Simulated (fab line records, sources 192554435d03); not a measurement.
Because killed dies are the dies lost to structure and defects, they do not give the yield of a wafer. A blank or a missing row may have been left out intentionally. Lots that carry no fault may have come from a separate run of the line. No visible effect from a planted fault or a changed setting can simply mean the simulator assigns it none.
The tool behind it: which one? :: flow n5 finfet :: Sampling: 20 lots, 60 wafers, 4 of 1938 route steps

== WHAT EACH GAUGE READ, for each wafer ==
N5_BEOL_M7_INSPECT_13: inspects for defects (brightfield).
lot: L074
measured: day 8 17:49
on: defect inspect-01
raw defect count: 456 560 578

lot: L077
measured: day 9 10:39
on: defect inspect-02
raw defect count: 387 462 475

lot: L076
measured: day 10 04:10
on: defect inspect-01
raw defect count: 371 394 487

lot: L079
measured: day 10 09:02
on: defect inspect-01
raw defect count: 247 237 259

lot: L081
measured: day 10 08:42
on: defect inspect-02
raw defect count: 375 332 326

lot: L082
measured: day 11 15:46
on: defect inspect-02
raw defect count: 454 372 493

lot: L078
measured: day 11 19:36
on: defect inspect-01
raw defect count: 325 297 258

lot: L083
measured: day 11 23:47
on: defect inspect-02
raw defect count: 294 387 299

lot: L084
measured: day 12 04:49
on: defect inspect-02
raw defect count: 394 408 480

lot: L086
measured: day 12 14:57
on: defect inspect-01
raw defect count: 472 259 431

lot: L085
measured: day 12 15:09
on: defect inspect-01
raw defect count: 349 433 422

lot: L088
measured: day 13 02:19
on: defect inspect-02
raw defect count: 344 404 354

lot: L087
measured: day 13 11:15
on: defect inspect-02
raw defect count: 408 357 314

lot: L089
measured: day 13 17:16
on: defect inspect-02
raw defect count: 543 419 411

lot: L091
measured: day 14 13:15
on: defect inspect-02
raw defect count: 259 379 434

lot: L092
measured: day 14 19:46
on: defect inspect-01
raw defect count: 495 376 402

lot: L093
measured: day 15 01:20
on: defect inspect-02
raw defect count: 277 307 348

lot: L097
measured: day 15 04:50
on: defect inspect-01
raw defect count: 293 425 348

lot: L094
measured: day 15 05:01
on: defect inspect-02
raw defect count: 347 424 409

lot: L096
measured: day 15 11:25
on: defect inspect-01
raw defect count: 316 364 404

== EACH LOT AND THE TOOL THAT RAN IT (in order: tool; ch and the chambers of the sampled wafers; start) ==
lot: L074
N5_BEOL_M6_DESCUM_33: rie diel-04 ch 2,3, day 8 11:25
N5_BEOL_M6_ETCH_66: rie diel-04 ch 2,3, day 8 11:30
N5_BEOL_M6_DEP_56: pecvd-03 ch 0,1,2, day 8 15:22

lot: L077
N5_BEOL_M6_DESCUM_33: rie diel-04 ch 2,3, day 9 03:46
N5_BEOL_M6_ETCH_66: rie diel-04 ch 2,3, day 9 03:50
N5_BEOL_M6_DEP_56: pecvd-03 ch 0,2, day 9 07:14

lot: L076
N5_BEOL_M6_DESCUM_33: rie diel-06 ch 1,2,3, day 9 22:10
N5_BEOL_M6_ETCH_66: rie diel-06 ch 1,2,3, day 9 22:15
N5_BEOL_M6_DEP_56: pecvd-01 ch 1,2, day 10 01:56

lot: L079
N5_BEOL_M6_DESCUM_33: rie diel-06 ch 0,3, day 10 00:16
N5_BEOL_M6_ETCH_66: rie diel-06 ch 0,3, day 10 00:21
N5_BEOL_M6_DEP_56: pecvd-01 ch 0,1,2, day 10 03:49

lot: L081
N5_BEOL_M6_DESCUM_33: rie diel-04 ch 0,1,3, day 10 02:28
N5_BEOL_M6_ETCH_66: rie diel-04 ch 0,1,3, day 10 02:33
N5_BEOL_M6_DEP_56: pecvd-03 ch 0,1, day 10 05:14

lot: L082
N5_BEOL_M6_DESCUM_33: rie diel-05 ch 0,1,2, day 11 09:02
N5_BEOL_M6_ETCH_66: rie diel-05 ch 0,1,2, day 11 09:07
N5_BEOL_M6_DEP_56: pecvd-03 ch 0,1,2, day 11 11:50

lot: L078
N5_BEOL_M6_DESCUM_33: rie diel-05 ch 0,2, day 11 14:18
N5_BEOL_M6_ETCH_66: rie diel-05 ch 0,2, day 11 14:23
N5_BEOL_M6_DEP_56: pecvd-01 ch 0,1, day 11 17:13

lot: L083
N5_BEOL_M6_DESCUM_33: rie diel-05 ch 0,1,2, day 11 18:46
N5_BEOL_M6_ETCH_66: rie diel-05 ch 0,1,2, day 11 18:52
N5_BEOL_M6_DEP_56: pecvd-02 ch 0,1,2, day 11 21:57

lot: L084
N5_BEOL_M6_DESCUM_33: rie diel-04 ch 0,2, day 11 22:21
N5_BEOL_M6_ETCH_66: rie diel-04 ch 0,2, day 11 22:26
N5_BEOL_M6_DEP_56: pecvd-03 ch 0,2, day 12 01:06

lot: L086
N5_BEOL_M6_DESCUM_33: rie diel-04 ch 0,1,2, day 12 09:08
N5_BEOL_M6_ETCH_66: rie diel-04 ch 0,1,2, day 12 09:13
N5_BEOL_M6_DEP_56: pecvd-03 ch 0,1,2, day 12 11:57

lot: L085
N5_BEOL_M6_DESCUM_33: rie diel-04 ch 0,1, day 12 09:46
N5_BEOL_M6_ETCH_66: rie diel-04 ch 0,1, day 12 09:51
N5_BEOL_M6_DEP_56: pecvd-02 ch 1,2, day 12 12:55

lot: L088
N5_BEOL_M6_DESCUM_33: rie diel-06 ch 0,1,3, day 12 20:11
N5_BEOL_M6_ETCH_66: rie diel-06 ch 0,1,3, day 12 20:16
N5_BEOL_M6_DEP_56: pecvd-03 ch 0,1,2, day 12 23:46

lot: L087
N5_BEOL_M6_DESCUM_33: rie diel-05 ch 1,2, day 13 05:55
N5_BEOL_M6_ETCH_66: rie diel-05 ch 1,2, day 13 05:59
N5_BEOL_M6_DEP_56: pecvd-03 ch 1,2, day 13 08:49

lot: L089
N5_BEOL_M6_DESCUM_33: rie diel-05 ch 0,2, day 13 12:47
N5_BEOL_M6_ETCH_66: rie diel-05 ch 0,2, day 13 12:52
N5_BEOL_M6_DEP_56: pecvd-01 ch 0,1,2, day 13 15:48

lot: L091
N5_BEOL_M6_DESCUM_33: rie diel-04 ch 0,2,3, day 14 04:11
N5_BEOL_M6_ETCH_66: rie diel-04 ch 0,2,3, day 14 04:16
N5_BEOL_M6_DEP_56: pecvd-01 ch 1,2, day 14 10:28

lot: L092
N5_BEOL_M6_DESCUM_33: rie diel-06 ch 1,2,3, day 14 08:51
N5_BEOL_M6_ETCH_66: rie diel-06 ch 1,2,3, day 14 08:56
N5_BEOL_M6_DEP_56: pecvd-01 ch 0,1, day 14 14:31

lot: L093
N5_BEOL_M6_DESCUM_33: rie diel-04 ch 1,2, day 14 19:07
N5_BEOL_M6_ETCH_66: rie diel-04 ch 1,2, day 14 19:11
N5_BEOL_M6_DEP_56: pecvd-03 ch 0,1,2, day 14 23:45

lot: L097
N5_BEOL_M6_DESCUM_33: rie diel-06 ch 0,1,3, day 14 22:41
N5_BEOL_M6_ETCH_66: rie diel-06 ch 0,1,3, day 14 22:46
N5_BEOL_M6_DEP_56: pecvd-01 ch 0,1,2, day 15 01:47

lot: L094
N5_BEOL_M6_DESCUM_33: rie diel-04 ch 1,3, day 14 22:44
N5_BEOL_M6_ETCH_66: rie diel-04 ch 1,3, day 14 22:48
N5_BEOL_M6_DEP_56: pecvd-02 ch 1, day 15 02:06

lot: L096
N5_BEOL_M6_DESCUM_33: rie diel-04 ch 1,2,3, day 15 06:41
N5_BEOL_M6_ETCH_66: rie diel-04 ch 1,2,3, day 15 06:48
N5_BEOL_M6_DEP_56: pecvd-01 ch 0,1,2, day 15 09:25
- N5_BEOL_M6_DESCUM_33: chemistry O2, time 7 s.
- N5_BEOL_M6_ETCH_66: etches SOC in N2/H2, target depth 80 nm, overetch 16 nm, time 120 s.
- N5_BEOL_M6_DEP_56: deposits SiCN from 3MS/NH3, target thk 10 nm, time 17.5 s.

== WHAT THE TOOLS THEMSELVES READ (means of the sampled wafers that have a number; where no wafer has one, the mark that the record gives instead) ==
N5_BEOL_M6_DESCUM_33.
lot: L074
tool: rie diel-04
chamber pressure mTorr (mTorr): 20.003
drypump motor current A (A): 5.5
oes product au (a.u.): 0.76
rf vpp V (V): 243.1
showerhead plenum p Torr (Torr): 2.11
throttle valve pct (%): 20.62

lot: L077
tool: rie diel-04
chamber pressure mTorr (mTorr): 19.999
drypump motor current A (A): 5.7
oes product au (a.u.): 0.79
rf vpp V (V): 243.7
showerhead plenum p Torr (Torr): 2.16
throttle valve pct (%): 20.59

lot: L076
tool: rie diel-06
chamber pressure mTorr (mTorr): 20.003
drypump motor current A (A): 6.2
oes product au (a.u.): 0.91
rf vpp V (V): 243.7
showerhead plenum p Torr (Torr): 2.14
throttle valve pct (%): 20.13

lot: L079
tool: rie diel-06
chamber pressure mTorr (mTorr): 19.990
drypump motor current A (A): 5.4
oes product au (a.u.): 0.74
rf vpp V (V): 242.2
showerhead plenum p Torr (Torr): 2.02
throttle valve pct (%): 20.34

lot: L081
tool: rie diel-04
chamber pressure mTorr (mTorr): 20.019
drypump motor current A (A): 5.3
oes product au (a.u.): 0.78
rf vpp V (V): 243.7
showerhead plenum p Torr (Torr): 2.12
throttle valve pct (%): 20.53

lot: L082
tool: rie diel-05
chamber pressure mTorr (mTorr): 20.002
drypump motor current A (A): 5.7
oes product au (a.u.): 0.83
rf vpp V (V): 244.2
showerhead plenum p Torr (Torr): 2.12
throttle valve pct (%): 20.36

lot: L078
tool: rie diel-05
chamber pressure mTorr (mTorr): 20.006
drypump motor current A (A): 5.4
oes product au (a.u.): 0.82
rf vpp V (V): 242.9
showerhead plenum p Torr (Torr): 2.09
throttle valve pct (%): 20.46

lot: L083
tool: rie diel-05
chamber pressure mTorr (mTorr): 20.006
drypump motor current A (A): 5.7
oes product au (a.u.): 0.83
rf vpp V (V): 243.0
showerhead plenum p Torr (Torr): 2.12
throttle valve pct (%): 20.38

lot: L084
tool: rie diel-04
chamber pressure mTorr (mTorr): 19.990
drypump motor current A (A): 5.6
oes product au (a.u.): 0.82
rf vpp V (V): 244.6
showerhead plenum p Torr (Torr): 2.18
throttle valve pct (%): 20.53

lot: L086
tool: rie diel-04
chamber pressure mTorr (mTorr): 19.981
drypump motor current A (A): 5.5
oes product au (a.u.): 0.87
rf vpp V (V): 244.1
showerhead plenum p Torr (Torr): 2.16
throttle valve pct (%): 20.42

lot: L085
tool: rie diel-04
chamber pressure mTorr (mTorr): 20.003
drypump motor current A (A): 5.4
oes product au (a.u.): 0.93
rf vpp V (V): 243.8
showerhead plenum p Torr (Torr): 2.14
throttle valve pct (%): 20.30

lot: L088
tool: rie diel-06
chamber pressure mTorr (mTorr): 20.007
drypump motor current A (A): 5.9
oes product au (a.u.): 0.80
rf vpp V (V): 243.0
showerhead plenum p Torr (Torr): 2.07
throttle valve pct (%): 20.23

lot: L087
tool: rie diel-05
chamber pressure mTorr (mTorr): 20.001
drypump motor current A (A): 5.8
oes product au (a.u.): 0.77
rf vpp V (V): 244.3
showerhead plenum p Torr (Torr): 2.16
throttle valve pct (%): 20.41

lot: L089
tool: rie diel-05
chamber pressure mTorr (mTorr): 20.020
drypump motor current A (A): 5.5
oes product au (a.u.): 0.81
rf vpp V (V): 243.3
showerhead plenum p Torr (Torr): 2.09
throttle valve pct (%): 20.48

lot: L091
tool: rie diel-04
chamber pressure mTorr (mTorr): 19.999
drypump motor current A (A): 5.5
oes product au (a.u.): 0.85
rf vpp V (V): 244.1
showerhead plenum p Torr (Torr): 2.13
throttle valve pct (%): 20.50

lot: L092
tool: rie diel-06
chamber pressure mTorr (mTorr): 19.997
drypump motor current A (A): 6.2
oes product au (a.u.): 0.84
rf vpp V (V): 244.9
showerhead plenum p Torr (Torr): 2.12
throttle valve pct (%): 20.19

lot: L093
tool: rie diel-04
chamber pressure mTorr (mTorr): 20.003
drypump motor current A (A): 5.7
oes product au (a.u.): 0.82
rf vpp V (V): 243.9
showerhead plenum p Torr (Torr): 2.17
throttle valve pct (%): 20.52

lot: L097
tool: rie diel-06
chamber pressure mTorr (mTorr): 19.990
drypump motor current A (A): 5.8
oes product au (a.u.): 0.90
rf vpp V (V): 244.3
showerhead plenum p Torr (Torr): 2.15
throttle valve pct (%): 20.14

lot: L094
tool: rie diel-04
chamber pressure mTorr (mTorr): 19.989
drypump motor current A (A): 5.4
oes product au (a.u.): 0.91
rf vpp V (V): 243.3
showerhead plenum p Torr (Torr): 2.11
throttle valve pct (%): 20.33

lot: L096
tool: rie diel-04
chamber pressure mTorr (mTorr): 19.996
drypump motor current A (A): 5.5
oes product au (a.u.): 0.86
rf vpp V (V): 243.4
showerhead plenum p Torr (Torr): 2.12
throttle valve pct (%): 20.46

N5_BEOL_M6_ETCH_66.
lot: L074
tool: rie diel-04
chamber pressure mTorr (mTorr): 29.964
drypump motor current A (A): 5.5
oes product au (a.u.): 0.57
rf vpp V (V): 524.2
showerhead plenum p Torr (Torr): 2.55
throttle valve pct (%): 17.90

lot: L077
tool: rie diel-04
chamber pressure mTorr (mTorr): 29.992
drypump motor current A (A): 5.7
oes product au (a.u.): 0.59
rf vpp V (V): 526.3
showerhead plenum p Torr (Torr): 2.60
throttle valve pct (%): 17.82

lot: L076
tool: rie diel-06
chamber pressure mTorr (mTorr): 30.011
drypump motor current A (A): 6.2
oes product au (a.u.): 0.70
rf vpp V (V): 524.8
showerhead plenum p Torr (Torr): 2.59
throttle valve pct (%): 17.41

lot: L079
tool: rie diel-06
chamber pressure mTorr (mTorr): 30.009
drypump motor current A (A): 5.4
oes product au (a.u.): 0.57
rf vpp V (V): 522.4
showerhead plenum p Torr (Torr): 2.46
throttle valve pct (%): 17.71

lot: L081
tool: rie diel-04
chamber pressure mTorr (mTorr): 30.005
drypump motor current A (A): 5.3
oes product au (a.u.): 0.61
rf vpp V (V): 525.0
showerhead plenum p Torr (Torr): 2.57
throttle valve pct (%): 17.92

lot: L082
tool: rie diel-05
chamber pressure mTorr (mTorr): 29.967
drypump motor current A (A): 5.7
oes product au (a.u.): 0.63
rf vpp V (V): 524.4
showerhead plenum p Torr (Torr): 2.59
throttle valve pct (%): 17.79

lot: L078
tool: rie diel-05
chamber pressure mTorr (mTorr): 30.020
drypump motor current A (A): 5.4
oes product au (a.u.): 0.64
rf vpp V (V): 523.4
showerhead plenum p Torr (Torr): 2.56
throttle valve pct (%): 17.94

lot: L083
tool: rie diel-05
chamber pressure mTorr (mTorr): 30.006
drypump motor current A (A): 5.7
oes product au (a.u.): 0.62
rf vpp V (V): 523.8
showerhead plenum p Torr (Torr): 2.58
throttle valve pct (%): 17.79

lot: L084
tool: rie diel-04
chamber pressure mTorr (mTorr): 29.999
drypump motor current A (A): 5.7
oes product au (a.u.): 0.63
rf vpp V (V): 526.8
showerhead plenum p Torr (Torr): 2.62
throttle valve pct (%): 17.72

lot: L086
tool: rie diel-04
chamber pressure mTorr (mTorr): 30.043
drypump motor current A (A): 5.5
oes product au (a.u.): 0.66
rf vpp V (V): 526.4
showerhead plenum p Torr (Torr): 2.61
throttle valve pct (%): 17.76

lot: L085
tool: rie diel-04
chamber pressure mTorr (mTorr): 29.995
drypump motor current A (A): 5.4
oes product au (a.u.): 0.70
rf vpp V (V): 525.3
showerhead plenum p Torr (Torr): 2.61
throttle valve pct (%): 17.78

lot: L088
tool: rie diel-06
chamber pressure mTorr (mTorr): 30.009
drypump motor current A (A): 5.9
oes product au (a.u.): 0.61
rf vpp V (V): 523.3
showerhead plenum p Torr (Torr): 2.52
throttle valve pct (%): 17.58

lot: L087
tool: rie diel-05
chamber pressure mTorr (mTorr): 30.009
drypump motor current A (A): 5.8
oes product au (a.u.): 0.58
rf vpp V (V): 525.9
showerhead plenum p Torr (Torr): 2.63
throttle valve pct (%): 17.86

lot: L089
tool: rie diel-05
chamber pressure mTorr (mTorr): 30.018
drypump motor current A (A): 5.5
oes product au (a.u.): 0.62
rf vpp V (V): 523.1
showerhead plenum p Torr (Torr): 2.55
throttle valve pct (%): 17.97

lot: L091
tool: rie diel-04
chamber pressure mTorr (mTorr): 29.978
drypump motor current A (A): 5.5
oes product au (a.u.): 0.65
rf vpp V (V): 524.9
showerhead plenum p Torr (Torr): 2.56
throttle valve pct (%): 17.71

lot: L092
tool: rie diel-06
chamber pressure mTorr (mTorr): 29.994
drypump motor current A (A): 6.2
oes product au (a.u.): 0.65
rf vpp V (V): 525.0
showerhead plenum p Torr (Torr): 2.57
throttle valve pct (%): 17.48

lot: L093
tool: rie diel-04
chamber pressure mTorr (mTorr): 29.969
drypump motor current A (A): 5.7
oes product au (a.u.): 0.62
rf vpp V (V): 525.6
showerhead plenum p Torr (Torr): 2.62
throttle valve pct (%): 17.86

lot: L097
tool: rie diel-06
chamber pressure mTorr (mTorr): 30.010
drypump motor current A (A): 5.9
oes product au (a.u.): 0.68
rf vpp V (V): 525.8
showerhead plenum p Torr (Torr): 2.62
throttle valve pct (%): 17.47

lot: L094
tool: rie diel-04
chamber pressure mTorr (mTorr): 30.016
drypump motor current A (A): 5.4
oes product au (a.u.): 0.68
rf vpp V (V): 524.4
showerhead plenum p Torr (Torr): 2.57
throttle valve pct (%): 17.82

lot: L096
tool: rie diel-04
chamber pressure mTorr (mTorr): 30.015
drypump motor current A (A): 5.6
oes product au (a.u.): 0.64
rf vpp V (V): 524.8
showerhead plenum p Torr (Torr): 2.57
throttle valve pct (%): 17.82

N5_BEOL_M6_DEP_56.
lot: L074
tool: pecvd-03
showerhead plenum p Torr (Torr): 3.658
showerhead vpp V (V): 854
throttle valve pct (%): 9.27

lot: L077
tool: pecvd-03
showerhead plenum p Torr (Torr): 3.665
showerhead vpp V (V): 836
throttle valve pct (%): 9.09

lot: L076
tool: pecvd-01
showerhead plenum p Torr (Torr): 3.673
showerhead vpp V (V): 838
throttle valve pct (%): 8.72

lot: L079
tool: pecvd-01
showerhead plenum p Torr (Torr): 3.681
showerhead vpp V (V): 830
throttle valve pct (%): 8.82

lot: L081
tool: pecvd-03
showerhead plenum p Torr (Torr): 3.651
showerhead vpp V (V): 863
throttle valve pct (%): 9.15

lot: L082
tool: pecvd-03
showerhead plenum p Torr (Torr): 3.656
showerhead vpp V (V): 857
throttle valve pct (%): 8.90

lot: L078
tool: pecvd-01
showerhead plenum p Torr (Torr): 3.685
showerhead vpp V (V): 856
throttle valve pct (%): 8.49

lot: L083
tool: pecvd-02
showerhead plenum p Torr (Torr): 3.678
showerhead vpp V (V): 910
throttle valve pct (%): 8.91

lot: L084
tool: pecvd-03
showerhead plenum p Torr (Torr): 3.664
showerhead vpp V (V): 847
throttle valve pct (%): 9.00

lot: L086
tool: pecvd-03
showerhead plenum p Torr (Torr): 3.655
showerhead vpp V (V): 849
throttle valve pct (%): 9.03

lot: L085
tool: pecvd-02
showerhead plenum p Torr (Torr): 3.671
showerhead vpp V (V): 898
throttle valve pct (%): 8.96

lot: L088
tool: pecvd-03
showerhead plenum p Torr (Torr): 3.659
showerhead vpp V (V): 848
throttle valve pct (%): 9.03

lot: L087
tool: pecvd-03
showerhead plenum p Torr (Torr): 3.645
showerhead vpp V (V): 861
throttle valve pct (%): 9.12

lot: L089
tool: pecvd-01
showerhead plenum p Torr (Torr): 3.678
showerhead vpp V (V): 837
throttle valve pct (%): 8.72

lot: L091
tool: pecvd-01
showerhead plenum p Torr (Torr): 3.679
showerhead vpp V (V): 838
throttle valve pct (%): 8.70

lot: L092
tool: pecvd-01
showerhead plenum p Torr (Torr): 3.680
showerhead vpp V (V): 826
throttle valve pct (%): 8.85

lot: L093
tool: pecvd-03
showerhead plenum p Torr (Torr): 3.654
showerhead vpp V (V): 854
throttle valve pct (%): 9.13

lot: L097
tool: pecvd-01
showerhead plenum p Torr (Torr): 3.679
showerhead vpp V (V): 829
throttle valve pct (%): 8.78

lot: L094
tool: pecvd-02
showerhead plenum p Torr (Torr): 3.682
showerhead vpp V (V): 896
throttle valve pct (%): 8.92

lot: L096
tool: pecvd-01
showerhead plenum p Torr (Torr): 3.679
showerhead vpp V (V): 832
throttle valve pct (%): 8.78

== THE ANSWER, worked out from the rows above alone ==
Rule: what is usual is taken from the lots themselves. The widest of any qualifying gaps counts: lots, ordered by their means at a reading, are off when they make up no more than a third of the lots, leave a main group of 4 or more, and stand apart from it by 3 or more times the standard deviation of that group's means. A main group is skipped when, at the precision printed for the reading in the tables above, its means are all equal. Also off: a lot with no number at a reading for which 4 or more lots have one. Where the step has rows for the other lots, those lots are counted as sound. After the gauges, taken in route order, come the tools' own readings; for these a lot's mean is taken, as printed above. The first step at which some lot is off is used, and at that step the reading that is off furthest; a lot without a number counts as furthest.
None of the lots is off at any reading shown; this tells nothing.

== WHAT THE SIMULATOR HAD INSERTED ==
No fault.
